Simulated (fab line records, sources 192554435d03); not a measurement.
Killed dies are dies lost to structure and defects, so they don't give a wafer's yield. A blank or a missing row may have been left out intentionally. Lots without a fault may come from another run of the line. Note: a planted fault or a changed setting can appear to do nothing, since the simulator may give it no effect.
A lot that was struck, set against a sound lot / flow n5 finfet / 16 steps out of a route of 1938
Sound: the wafers L403.2, L403.4, L403.6. Struck: wafer L412.6 (L412.4, L412.5, from the same lot, were not struck and are left out); the cause is given at the end.
Per side, at each step with rows, come the tool, then ch with its chambers, and then its first start. Under that, the readings that differ: sound wafers / struck wafers / difference of the means / sigmas: that difference in standard deviations of wafers without a fault.
alike: readings with means less than 2 such deviations apart, plus words and numbers identical on both sides. not compared: withheld readings, readings lacking a value on some wafer, bounds such as >300 that could conceal the same value, and numbers that have no deviation in the record and whose values overlap.
Wherever a step has rows on one side only, a row that says differs or no value, or a row with sigmas, the two part there. Numbers that have no deviation but don't overlap get no sigmas and don't part them. A reading that every wafer of one side lacks parts them only if that side has two wafers or more.

N5_BEOL_M3_INSPECT_30: inspects for defects (brightfield).
  sound on defect inspect-02, day 8 05:44; struck on defect inspect-01, day 10 04:09
reading=raw defect count; sound=413 373 397; struck=625; difference=+231; sigmas=+3
N5_BEOL_M3_DESCUM_33: chemistry O2, time 7 s.
  sound on rie diel-01 ch 1,2, day 8 05:46; struck on rie diel-01 ch 3, day 10 04:45
  alike: drypump motor current A, oes product au, rf vpp V, showerhead plenum p Torr, throttle valve pct
  not compared: rf hours counter h
then, 1 step without rows for these wafers: N5_BEOL_M3_ETCH_77 (etches underlayer in N2/H2, target depth 6.5 nm, time 5.2 s).
N5_BEOL_M3_ETCH_69: etches SiARC in CF4, target depth 15.6 nm, time 26 s.
  sound on rie diel-01 ch 1,2, day 8 05:49; struck on rie diel-01 ch 3, day 10 04:48
  alike: bias w, drypump motor current A, etch rf on time s, oes product au, rf vpp V, showerhead plenum p Torr, throttle valve pct
  not compared: rf hours counter h
then, 1 step without rows for these wafers: N5_BEOL_M3_ALD_98 (deposits SiO2, target thk 2.5 nm, pulse time 1 s, co reactant pulse time 1 s).
N5_BEOL_M3_ETCHBACK_99: etches SiO2 in CHF3, target depth 5 nm, time 10.4 s.
  sound on rie diel-02 ch 1,2, day 8 09:56; struck on rie diel-06 ch 3, day 10 05:13
  alike: drypump motor current A, oes product au, rf vpp V, showerhead plenum p Torr, throttle valve pct
  not compared: rf hours counter h
then, 5 steps without rows for these wafers: N5_BEOL_M3_ETCH_70 (etches SOC in N2/H2, target depth 80 nm, overetch 16 nm, time 120 s); N5_BEOL_M3_STRIP_71 (strips in N2/H2); N5_BEOL_M3_STRIP_78 (strips in N2/H2); N5_BEOL_M3_VIA_ETCH_34 (etches the open film in C4F6/O2, target depth 69.4 nm, time 65.9 s); N5_BEOL_M3_STRIP_83 (strips in C4F6/O2).
N5_BEOL_M3_STRIP_36: strips in N2/H2.
  sound on rie diel-02 ch 1,2, day 8 10:08; struck on rie diel-06 ch 3, day 10 05:25
  alike: drypump motor current A, oes product au, rf vpp V, showerhead plenum p Torr, throttle valve pct
  not compared: rf hours counter h
N5_BEOL_M3_TRENCH_ETCH_37: etches SiOC in C4F6/O2, target depth 55.555 nm, time 29.2 s.
  sound on rie diel-02 ch 1,2, day 8 10:11; struck on rie diel-06 ch 3, day 10 05:26
reading=bias w (W); sound=185.8 185.0 183.2; struck=196.9; difference=+12.2; sigmas=+22
reading=rf vpp V (V); sound=661 657 662; struck=696; difference=+36; sigmas=+6
reading=model.etch.depth nm (nm); sound=55.77 55.82 55.75; struck=57.32; difference=+1.54; sigmas=
reading=model.BEOL_M3.feature depth nm (nm); sound=55.8 55.8 55.8; struck=57.4; difference=+1.6; sigmas=
  alike: C4F6_flow_sccm, drypump motor current A, oes product au, showerhead plenum p Torr, throttle valve pct
  not compared: rf hours counter h
N5_BEOL_M3_ETCH_41: etches SiCN in CH3F/O2, target depth 29.9 nm, time 52.5 s.
  sound: rie diel-02 ch 1,2; struck: rie diel-06 ch 3
  alike: bias w, drypump motor current A, oes product au, rf vpp V, showerhead plenum p Torr, throttle valve pct
  not compared: rf hours counter h
N5_BEOL_M4_RC_MEAS_101:
  sound on prober-01 ch 0, day 9 05:35; struck on prober-02 ch 0, day 10 20:22
reading=VT_P (mV); sound=-252.6 -252.8 -251.9; struck=-246.2; difference=+6.2; sigmas=+2
  alike: DIBL_N, DIBL_P, IOFF_N, IOFF_P, ION_N, ION_P, SS_N, SS_P, VT_N
after that, 1 step had no rows for these wafers: N5_PASSIVATION_PROBE_49.

== WHERE THEY PART ==
At N5_BEOL_M3_INSPECT_30 first; at N5_BEOL_M4_RC_MEAS_101 last (within this record only).

WHY: whatever the simulator had introduced
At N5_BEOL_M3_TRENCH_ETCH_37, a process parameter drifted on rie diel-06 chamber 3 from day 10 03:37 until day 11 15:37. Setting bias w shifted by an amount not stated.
